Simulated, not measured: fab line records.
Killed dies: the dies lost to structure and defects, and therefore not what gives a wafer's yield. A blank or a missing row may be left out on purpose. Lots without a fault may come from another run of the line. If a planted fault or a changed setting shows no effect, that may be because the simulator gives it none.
Problem report, 8D (eight disciplines) form, completed by code | flow nand_harc | the parts of the form that need people (team, actions taken, sign-off) are left out

== 1. THE PROBLEM ==
Mean of time_to_endpoint_s at NHARC_P_M1_CMP_23: 16.7 s across 3 wafers in 2 lots; on wafers with no fault it is 29.7 s (standard deviation 2.6). That puts it -5.0 standard deviations away from the usual mean.
The step: polishes, t overpolish 20 s, target thk 157.82 nm.
The first sign was on wafer L768.6 at day 10 18:52, on cmp-01. The record holds 39 wafers of 13 lots with a number at this step. Rule for "out" (also "out of limits"): further than 4 standard deviations from the usual mean. The other wafers with a number count as sound.

== 2. WHAT IT IS, AND WHAT IT ISN'T ==
question                    | is                     | is not
which readings at this step | time_to_endpoint_s     | motor_current_A, slurry_filter_dp_kPa
which lots                  | L768, L769             | L757, L758, L759, L761, L762, L763, L764, L766, L777, L779, L780
which wafers of those lots  | L768.5, L768.6, L769.6 | L768.4, L769.3, L769.4
read on which tools         | cmp-01, cmp-03         | cmp-04
when                        | from day 10 18:52      | up to then (25 sound wafers); but 11 sound wafers of L769, L777, L779, L780 came after

== 3. WHAT RULES OUT EACH SUSPECT ==
Counting: if a tool at a process step up to the reading ran every lot that is out, it stays a suspect. Sound lots after the first of them don't rule it out here, since some wafers of a struck lot are sound.
- pecvd-01 at NHARC_P_M0_PRE_CLEAN_31 (time 12 s): kept. Ran every lot that is out, first one L768 (day 10 15:08); last sound lot up to then L766 (day 9 20:29).
- ecd_cu-01 at NHARC_P_M1_ECD_22 (material Cu, target thk 400 nm): kept. Ran every lot that is out, first one L768 (day 10 18:13); last sound lot up to then L766 (day 9 23:24).
The count leaves ecd_cu-01 at NHARC_P_M1_ECD_22 and pecvd-01 at NHARC_P_M0_PRE_CLEAN_31.

== 4. THE CAUSE (what the simulator had put in) ==
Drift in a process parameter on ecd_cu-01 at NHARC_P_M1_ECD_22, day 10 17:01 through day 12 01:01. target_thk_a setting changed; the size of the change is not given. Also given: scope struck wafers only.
2 suspects survive the count, and this tool is in that group.

== 5. THE CHAIN OF EFFECTS, in route order ==
Each row: a reading whose mean over the struck wafers that have a number lies more than 3 standard deviations from the usual. Only readings for which the record gives a usual standard deviation are gone through. hours: the time from each lot's start at the first step in this table that gives one to its start at this step, as a median over the lots. sigmas: the change in usual standard deviations.
hours | step              | reading            | usual  | on struck wafers | change | sigmas
0     | NHARC_P_M1_CMP_23 | time_to_endpoint_s | 29.7 s | 16.7             | -13.0  | -5.0
The process steps in it:
- NHARC_P_M1_CMP_23: polishes, t overpolish 20 s, target thk 157.82 nm.

== 6. HOW IT WOULD HAVE BEEN CAUGHT EARLIER ==
In this record the first reading out of limits was taken at day 10 18:52, 2 hours after the fault began at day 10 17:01.
Lots out: 2; of these, L769 started NHARC_P_M1_ECD_22 on ecd_cu-01 after day 10 18:52. It would have been spared by a hold on the tool at that moment.
